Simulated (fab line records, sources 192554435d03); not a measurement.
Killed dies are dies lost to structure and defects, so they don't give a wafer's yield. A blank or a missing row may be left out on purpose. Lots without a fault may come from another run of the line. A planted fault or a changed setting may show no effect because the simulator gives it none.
Chamber matching | flow n5_finfet | N5_MOL_CONTACT_COAG_ALD_123 on ald_sin-01: 4 sister chambers
The step deposits SiNx, target thk 5 nm, pulse time 1 s, purge time 2 s. 8 wafers are shown with their chamber, then 11 later ones without.

WAFERS WITH THEIR CHAMBER
wafer  | chamber | heater_power_w (W) | precursor_pulse_height_rel
L085.1 | 2       | 840                | 0.955
L085.3 | 3       | 879                | 0.981
L085.4 | 1       | 908                | 0.990
L085.5 | 2       | 867                | 0.989
L085.6 | 3       | 858                | 1.022
L088.4 | 0       | 948                | 1.013
L088.5 | 1       | 895                | 1.036
L089.1 | 0       | 946                | 0.978

WAFERS WITHOUT THEIR CHAMBER
wafer  | heater_power_w (W) | precursor_pulse_height_rel
L089.2 | 852                | 0.964
L089.3 | 844                | 0.984
L089.4 | 887                | 1.015
L089.5 | 848                | 1.034
L089.6 | 930                | 0.995
L091.2 | 860                | 1.036
L091.5 | 903                | 1.019
L091.6 | 847                | 1.004
L097.1 | 849                | 0.970
L097.3 | 907                | 0.987
L097.6 | 849                | 0.974

WHICH CHAMBER EACH WENT THROUGH
wafer  | from the rows above          | in truth
L089.2 | can't be placed: 2 or 3      | 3
L089.3 | can't be placed: 2 or 3      | 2
L089.4 | can't be placed: 1 or 3 or 2 | 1
L089.5 | can't be placed: 3 or 2      | 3
L089.6 | can't be placed: 0 or 1      | 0
L091.2 | can't be placed: 3 or 2 or 1 | 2
L091.5 | 1                            | 1
L091.6 | can't be placed: 2 or 3      | 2
L097.1 | can't be placed: 2 or 3      | 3
L097.3 | can't be placed: 1 or 3      | 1
L097.6 | can't be placed: 2 or 3      | 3
Placed correctly: 1 of 11. Can't be placed from these rows: 10 (the true chamber is among the candidates in 10). Placed wrongly: 0.
How it was worked out, from the rows above alone: a wafer's distance from a chamber is the root of the sum, over the readings, of the square of ((its reading less the chamber's mean) divided by the reading's scatter). The wafer belongs to the nearest chamber; if the next one is less than 2 further off, it can't be placed. A chamber's mean is the mean of its shown wafers. The scatter: the root of (the sum of the squares of (reading less its chamber's mean) over the shown wafers, divided by (wafers less chambers)).
